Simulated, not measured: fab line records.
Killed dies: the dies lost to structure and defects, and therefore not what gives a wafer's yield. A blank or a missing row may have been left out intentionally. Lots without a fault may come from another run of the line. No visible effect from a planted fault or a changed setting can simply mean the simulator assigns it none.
Split-lot study || flow n5_finfet || 7 lots, 21 wafers read, on a route of 1938 steps

ABOUT THE SPLIT
At N5_BEOL_M4_ETCH_70 (etches SOC in N2/H2, target depth 80 nm, overetch 24 nm, time 130 s), the setting time_s was moved away from the recipe's 130 s on 7 of the 21 wafers read, by -16.2% to +19.7%. This setting was run at the recipe's value on the other wafers.

Reading taken at the split's own step.

THE READING
SiARC_of_BEOL_M4_COAT_68.thk_nm (the simulator's own value, which no gauge read), in nm, at N5_BEOL_M4_ETCH_70 (etches SOC in N2/H2, target depth 80 nm, overetch 24 nm, time 130 s). The file does not state a usual value for it. Average 6.0 nm, standard deviation 0.17 nm, over the 14 wafers here run with the recipe.

{"wafer": "L074.3", "tool, chamber at the split": "rie_diel-01, 0", "time_s as run, s": 130, "against the recipe": "recipe", "SiARC_of_BEOL_M4_COAT_68.thk_nm, nm": 6.2, "against lot-mates on the recipe": "-"}
{"wafer": "L074.4", "tool, chamber at the split": "rie_diel-01, 0", "time_s as run, s": 130, "against the recipe": "recipe", "SiARC_of_BEOL_M4_COAT_68.thk_nm, nm": 6.2, "against lot-mates on the recipe": "-"}
{"wafer": "L074.6", "tool, chamber at the split": "rie_diel-01, 1", "time_s as run, s": 130, "against the recipe": "recipe", "SiARC_of_BEOL_M4_COAT_68.thk_nm, nm": 5.8, "against lot-mates on the recipe": "-"}
{"wafer": "L075.1", "tool, chamber at the split": "rie_diel-02, 3,1,0", "time_s as run, s": 152.6, "against the recipe": "+17.4%", "SiARC_of_BEOL_M4_COAT_68.thk_nm, nm": 4.8, "against lot-mates on the recipe": "no lot-mate on the recipe"}
{"wafer": "L075.2", "tool, chamber at the split": "rie_diel-02, 3,1,0", "time_s as run, s": 152.6, "against the recipe": "+17.4%", "SiARC_of_BEOL_M4_COAT_68.thk_nm, nm": 4.8, "against lot-mates on the recipe": "no lot-mate on the recipe"}
{"wafer": "L075.3", "tool, chamber at the split": "rie_diel-02, 3,1,0", "time_s as run, s": 152.6, "against the recipe": "+17.4%", "SiARC_of_BEOL_M4_COAT_68.thk_nm, nm": 4.8, "against lot-mates on the recipe": "no lot-mate on the recipe"}
{"wafer": "L077.2", "tool, chamber at the split": "rie_diel-02, 3", "time_s as run, s": 130, "against the recipe": "recipe", "SiARC_of_BEOL_M4_COAT_68.thk_nm, nm": 5.8, "against lot-mates on the recipe": "-"}
{"wafer": "L077.3", "tool, chamber at the split": "rie_diel-02, 2", "time_s as run, s": 130, "against the recipe": "recipe", "SiARC_of_BEOL_M4_COAT_68.thk_nm, nm": 6.2, "against lot-mates on the recipe": "-"}
{"wafer": "L077.5", "tool, chamber at the split": "rie_diel-02, 2", "time_s as run, s": 130, "against the recipe": "recipe", "SiARC_of_BEOL_M4_COAT_68.thk_nm, nm": 6.2, "against lot-mates on the recipe": "-"}
{"wafer": "L078.2", "tool, chamber at the split": "rie_diel-02, 0", "time_s as run, s": 130, "against the recipe": "recipe", "SiARC_of_BEOL_M4_COAT_68.thk_nm, nm": 5.8, "against lot-mates on the recipe": "-"}
{"wafer": "L078.5", "tool, chamber at the split": "rie_diel-02, 3", "time_s as run, s": 108.9, "against the recipe": "-16.2%", "SiARC_of_BEOL_M4_COAT_68.thk_nm, nm": 6.8, "against lot-mates on the recipe": "+1.0"}
{"wafer": "L078.6", "tool, chamber at the split": "rie_diel-02, 2", "time_s as run, s": 108.9, "against the recipe": "-16.2%", "SiARC_of_BEOL_M4_COAT_68.thk_nm, nm": 7, "against lot-mates on the recipe": "+1.2"}
{"wafer": "L087.1", "tool, chamber at the split": "rie_diel-04, 1", "time_s as run, s": 130, "against the recipe": "recipe", "SiARC_of_BEOL_M4_COAT_68.thk_nm, nm": 6, "against lot-mates on the recipe": "-"}
{"wafer": "L087.3", "tool, chamber at the split": "rie_diel-04, 2,0", "time_s as run, s": 130, "against the recipe": "recipe", "SiARC_of_BEOL_M4_COAT_68.thk_nm, nm": 5.8, "against lot-mates on the recipe": "-"}
{"wafer": "L087.4", "tool, chamber at the split": "rie_diel-04, 2,0", "time_s as run, s": 130, "against the recipe": "recipe", "SiARC_of_BEOL_M4_COAT_68.thk_nm, nm": 5.8, "against lot-mates on the recipe": "-"}
{"wafer": "L092.3", "tool, chamber at the split": "rie_diel-04, 0", "time_s as run, s": 130, "against the recipe": "recipe", "SiARC_of_BEOL_M4_COAT_68.thk_nm, nm": 5.8, "against lot-mates on the recipe": "-"}
{"wafer": "L092.4", "tool, chamber at the split": "rie_diel-04, 3", "time_s as run, s": 155.6, "against the recipe": "+19.7%", "SiARC_of_BEOL_M4_COAT_68.thk_nm, nm": 4.8, "against lot-mates on the recipe": -1.0}
{"wafer": "L092.6", "tool, chamber at the split": "rie_diel-04, 0", "time_s as run, s": 155.6, "against the recipe": "+19.7%", "SiARC_of_BEOL_M4_COAT_68.thk_nm, nm": 4.6, "against lot-mates on the recipe": -1.2}
{"wafer": "L097.1", "tool, chamber at the split": "rie_diel-02, 0", "time_s as run, s": 130, "against the recipe": "recipe", "SiARC_of_BEOL_M4_COAT_68.thk_nm, nm": 5.8, "against lot-mates on the recipe": "-"}
{"wafer": "L097.4", "tool, chamber at the split": "rie_diel-02, 2", "time_s as run, s": 130, "against the recipe": "recipe", "SiARC_of_BEOL_M4_COAT_68.thk_nm, nm": 6, "against lot-mates on the recipe": "-"}
{"wafer": "L097.5", "tool, chamber at the split": "rie_diel-02, 2", "time_s as run, s": 130, "against the recipe": "recipe", "SiARC_of_BEOL_M4_COAT_68.thk_nm, nm": 6, "against lot-mates on the recipe": "-"}
If several chambers appear in one row, that row covers several wafers at once and the file leaves open which wafer was in which chamber.

THE FIT
A straight line over all 21 wafers: SiARC_of_BEOL_M4_COAT_68.thk_nm changes by -0.0631 nm for each +1% of time_s; r = -0.97; the points scatter about the line by 0.16 nm.
The same after taking each lot's own level away (the mean of its wafers on the recipe; 18 wafers): -0.0608 nm for each +1%; r = -0.97; scatter 0.15 nm.
According to that fit, moving time_s by its largest amount changes the reading by 1.2 nm.
Across the lots, their own levels run from 5.80 to 6.07 nm, a range of 1.6 times the standard deviation given above.
Hence the lot-to-lot level has little effect on the slope; both slopes agree.
Check: with one of the wafers moved furthest among these (+19.7%) left out of the fit, the line predicts -1.26 nm for it against its lot-mates. Against them it came out at -1 nm.

FURTHER SPLITS ON THESE WAFERS
These wafers also went through other splits before the reading. Each is held against what the fit with the lots' levels taken away leaves over:
{"other split on the same wafers": "N5_BEOL_M3_EXPOSE_25 dose_mj", "wafers away from the commonest value": 7, "r with SiARC_of_BEOL_M4_COAT_68.thk_nm (lot level and that fit taken away)": -0.34}

FILE'S OWN FIT
SiARC_of_BEOL_M4_COAT_68.thk_nm changes by -0.0607 nm for each +1% of time_s, r = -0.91.
